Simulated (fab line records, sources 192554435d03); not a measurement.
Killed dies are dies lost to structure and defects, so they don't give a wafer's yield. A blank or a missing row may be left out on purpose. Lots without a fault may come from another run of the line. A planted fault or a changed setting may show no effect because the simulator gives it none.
A struck lot beside a sound one | flow n5_finfet | 15 steps out of a route of 1938
Sound: wafers L579.1, L579.5, L579.6. Struck: wafer L587.6. (L587.1 of the same lot was not struck and is left out.) The cause comes at the end.
At each step with rows: each side's tool, then ch and its chambers, then its first start. Under that, the readings that differ: sound wafers | struck wafers | difference of the means | sigmas: that difference in standard deviations of wafers without a fault.
alike: readings whose means differ by less than 2 such deviations, and words and numbers that are the same on both sides. not compared: withheld readings, readings that some wafer has no value for, bounds like >300 that may hide the same value, and numbers for which the record gives no deviation and whose values overlap.
The two part at a step that has a row with sigmas, a row that says differs or no value, or rows on one side only. Numbers that don't overlap but have no deviation are shown without sigmas and don't part them. A reading that every wafer of one side lacks parts them only if that side has two wafers or more.

first, 1 step without rows for these wafers: N5_BEOL_M5_SPUTTER_81 (material Cu, target thk 15 nm, time 27.62 s).
N5_BEOL_M5_ANNEAL_82: time 1800 s.
  sound on pvd_sputter-03, day 9 01:38; struck on pvd_sputter-01, day 11 02:37
  alike: heater_power_w
N5_BEOL_M5_SPUTTER_83: material Cu, target thk 15 nm, time 27.62 s.
  sound on pvd_sputter-03, day 9 02:39; struck on pvd_sputter-01, day 11 03:37
  alike: chuck_gas_flow_sccm, throttle_valve_pct
then, 2 steps without rows for these wafers: N5_BEOL_M5_ANNEAL_84 (time 1800 s); N5_BEOL_M5_SPUTTER_88 (material Cu, target thk 15 nm, time 27.62 s).
N5_BEOL_M5_ANNEAL_89: time 1800 s.
  sound on pvd_sputter-03, day 9 03:49; struck on pvd_sputter-01, day 11 04:47
  alike: heater_power_w
then, 2 steps without rows for these wafers: N5_BEOL_M5_SPUTTER_90 (material Cu, target thk 4.5 nm, time 8.29 s); N5_BEOL_M5_ECD_50 (material Cu, target thk 300 nm).
N5_BEOL_M5_ANNEAL_51: time 90 s.
  sound on rtp_anneal-02 ch 0, day 9 05:02; struck on rtp_anneal-01 ch 0, day 11 06:23
  alike: wafer_temp_C_max
then, 1 step without rows for these wafers: N5_BEOL_M5_CMP_52 (polishes, stops on SiCOH lowk, t overpolish 6.9 s, target thk 62 nm).
N5_BEOL_M5_THK_MEAS_53: measures by xrf.
  sound on film_metro-02, day 9 05:37; struck on film_metro-01, day 11 06:59
  alike: M5_THK
N5_BEOL_M5_PRE_CLEAN_77: time 15 s.
  sound on cvd_co-01 ch 0,2, day 9 05:39; struck on cvd_co-01 ch 2, day 11 07:01
  alike: heater_power_outer_w, heater_power_w
N5_BEOL_M5_CO_CAP_78: material Co, precursor CCTBA/H2, target thk 2 nm, time 102.1 s.
  sound on cvd_co-01 ch 0,2, day 9 05:41; struck on cvd_co-01 ch 2, day 11 07:03
  reading                                   | sound             | struck | difference | sigmas
  run_length_s (s)                          | 125.3 125.4 124.2 | 82.1   | -42.9      | -58
  model.Co_of_BEOL_M5_CO_CAP_78.thk_nm (nm) | 2 2.2 2           | 1.2    | -0.9       |
  alike: heater_power_outer_w, heater_power_w
then, 2 steps without rows for these wafers: N5_BEOL_M5_PRE_CLEAN_55 (time 15 s); N5_PASSIVATION_PROBE_49.

WHERE THEY PART
Only at N5_BEOL_M5_CO_CAP_78, within this record.

WHY: what the simulator had put in
Process parameter drift: cvd_co-01, from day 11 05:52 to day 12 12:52, at N5_BEOL_M5_CO_CAP_78. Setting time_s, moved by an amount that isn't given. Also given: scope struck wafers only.
